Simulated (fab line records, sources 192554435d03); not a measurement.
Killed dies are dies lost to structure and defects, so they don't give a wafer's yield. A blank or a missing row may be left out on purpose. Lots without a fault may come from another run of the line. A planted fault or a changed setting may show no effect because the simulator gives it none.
A struck lot beside a sound one | flow n5_finfet | 25 steps out of a route of 1938
Sound: wafers L232.1, L232.3, L232.6. Struck: wafers L251.4, L251.5, L251.6. The cause comes at the end.
At each step with rows: each side's tool, then ch and its chambers, then its first start. Under that, the readings that differ: sound wafers | struck wafers | difference of the means | sigmas: that difference in standard deviations of wafers without a fault.
alike: readings whose means differ by less than 2 such deviations, and words and numbers that are the same on both sides. not compared: withheld readings, readings that some wafer has no value for, bounds like >300 that may hide the same value, and numbers for which the record gives no deviation and whose values overlap.
The two part at a step that has a row with sigmas, a row that says differs or no value, or rows on one side only. Numbers that don't overlap but have no deviation are shown without sigmas and don't part them. A reading that every wafer of one side lacks parts them only if that side has two wafers or more.

first, 2 steps without rows for these wafers: N5_FIN_SAQP_SRD_01 (time 30 s); N5_FIN_SAQP_ALD_61 (deposits SiO2, target thk 4 nm, pulse time 1 s, purge time 2 s).
N5_FIN_SAQP_DENSIFY_62: time 60 s.
  sound on rtp_anneal-01 ch 0, day 2 20:11; struck on rtp_anneal-01 ch 0, day 7 14:39
  alike: lamp_power_pct, lamp_zone_1_pct, lamp_zone_5_pct, wafer_temp_C_max
then, 1 step without rows for these wafers: N5_FIN_SAQP_HM_DEP_03 (deposits SiNx from SiH4/NH3/N2, target thk 38 nm, time 33.6 s).
N5_FIN_SAQP_THK_MEAS_05:
  sound on film_metro-02, day 2 20:29; struck on film_metro-02, day 7 14:52
  alike: thk_nm
then, 1 step without rows for these wafers: N5_FIN_SAQP_PECVD_47 (deposits a-Si from SiH4/He, target thk 45 nm, time 36.3 s).
N5_FIN_SAQP_PECVD_48: deposits SiNx from SiH4/NH3/N2, target thk 25 nm, time 22.1 s.
  sound on pecvd-01 ch 1,2, day 2 20:34; struck on pecvd-02 ch 0,1,2, day 7 14:58
  alike: heater_power_w, showerhead_plenum_p_Torr, throttle_valve_pct
N5_FIN_SAQP_PECVD_06: deposits a-Si from SiH4/He, target thk 60 nm, time 48.1 s.
  sound on pecvd-01 ch 1,2, day 2 20:35; struck on pecvd-02 ch 0,1,2, day 7 15:01
  alike: heater_power_w, showerhead_plenum_p_Torr, throttle_valve_pct
N5_FIN_SAQP_THK_MEAS_07:
  sound on film_metro-02, day 2 20:41; struck on film_metro-01, day 7 15:04
  alike: thk_nm
N5_FIN_SAQP_HM_DEP_72: deposits SiO2 from SiH4/N2O, target thk 12 nm, time 7.2 s.
  sound on pecvd-04 ch 1, day 2 20:43; struck on pecvd-04 ch 0,1,2, day 7 15:08
  alike: heater_power_w, showerhead_plenum_p_Torr
then, 2 steps without rows for these wafers: N5_FIN_SAQP_COAT_49 (time 60 s, resist thk 100 nm); N5_FIN_SAQP_COAT_50 (time 60 s, resist thk 35 nm).
N5_FIN_SAQP_COAT_10: resist thk 90 nm.
  sound on litho_track-05 ch 0, day 2 20:50; struck on litho_track-03 ch 0, day 7 15:11
  reading                                       | sound                | struck               | difference | sigmas
  spin_speed_rpm (rpm)                          | 1498.8 1499.3 1498.0 | 1171.3 1170.0 1169.5 | -328.4     | -99 or more
  model.CAR-ArF_of_FIN_SAQP_COAT_10.thk_nm (nm) | 90.22 89.95 89.95    | 102 101.8 102.1      | +12        |
then, 5 steps without rows for these wafers: N5_FIN_SAQP_EBR_12; N5_FIN_SAQP_SOFTBAKE_11 (time 60 s); N5_FIN_SAQP_EXPOSE_13 (exposes mask FIN CORE, target cd 35.6 nm); N5_FIN_SAQP_PEB_14 (peb time 60 s); N5_FIN_SAQP_DEVELOP_15 (develop time 30 s).
N5_FIN_SAQP_CD_MEAS_16: target cd 35.6 nm.
  sound on cd_sem-03 ch 0, day 2 21:11; struck on cd_sem-03 ch 0, day 7 15:34
  alike: cd_nm
N5_FIN_SAQP_OVL_MEAS_17:
  sound on overlay-02 ch 0, day 2 21:14; struck on overlay-01 ch 0, day 7 15:36
  alike: FIN_CORE_OVL
N5_FIN_SAQP_INSPECT_18: inspects for defects (brightfield).
  sound on defect_inspect-01, day 2 21:16; struck on defect_inspect-01, day 7 15:37
  alike: raw_defect_count
then, 1 step without rows for these wafers: N5_FIN_SAQP_DESCUM_21 (chemistry O2, time 7.9 s).
N5_FIN_SAQP_ETCH_51: etches SiARC in CF4, target depth 45.5 nm, time 75.8 s.
  sound on rie_diel-04 ch 0,2, day 2 21:20; struck on rie_diel-04 ch 0,1,3, day 7 15:43
  reading                                       | sound             | struck            | difference | sigmas
  model.CAR-ArF_of_FIN_SAQP_COAT_10.thk_nm (nm) | 51.24 50.93 50.97 | 62.89 62.67 62.95 | +11.79     |
  alike: cf4_flow_sccm, drypump_motor_current_A, etch_rf_on_time_s, oes_product_au, rf_vpp_V, showerhead_plenum_p_Torr, throttle_valve_pct
  not compared: rf_hours_counter_h
N5_FIN_SAQP_ETCH_52: etches SOC in N2/H2, target depth 100 nm, overetch 20 nm, time 150 s.
  sound on rie_diel-04 ch 0,2, day 2 21:23; struck on rie_diel-04 ch 0,1,3, day 7 15:47
  alike: drypump_motor_current_A, oes_product_au, rf_vpp_V, showerhead_plenum_p_Torr, throttle_valve_pct
  not compared: rf_hours_counter_h
-- the record jumps here: 8 days lie between the struck wafers' starts before and after (it left off in module FIN_SAQP and takes up again in module BEOL_M4, whose first step shown is number 1111 of the route) --
N5_BEOL_M4_RC_MEAS_101:
  sound on prober-02 ch 0, day 9 22:48; struck on prober-01 ch 0, day 15 20:11
  alike: DIBL_N, DIBL_P, IOFF_N, IOFF_P, ION_N, ION_P, SS_N, SS_P, VT_N, VT_P

WHERE THEY PART
Only at N5_FIN_SAQP_COAT_10, within this record. Later steps at which nothing parts them and some readings are alike: N5_FIN_SAQP_CD_MEAS_16, N5_FIN_SAQP_OVL_MEAS_17, N5_FIN_SAQP_INSPECT_18, N5_FIN_SAQP_ETCH_51, N5_FIN_SAQP_ETCH_52, N5_BEOL_M4_RC_MEAS_101.

WHY: what the simulator had put in
Process parameter drift: litho_track-03, from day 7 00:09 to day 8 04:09, at N5_FIN_SAQP_COAT_10. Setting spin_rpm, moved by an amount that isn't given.
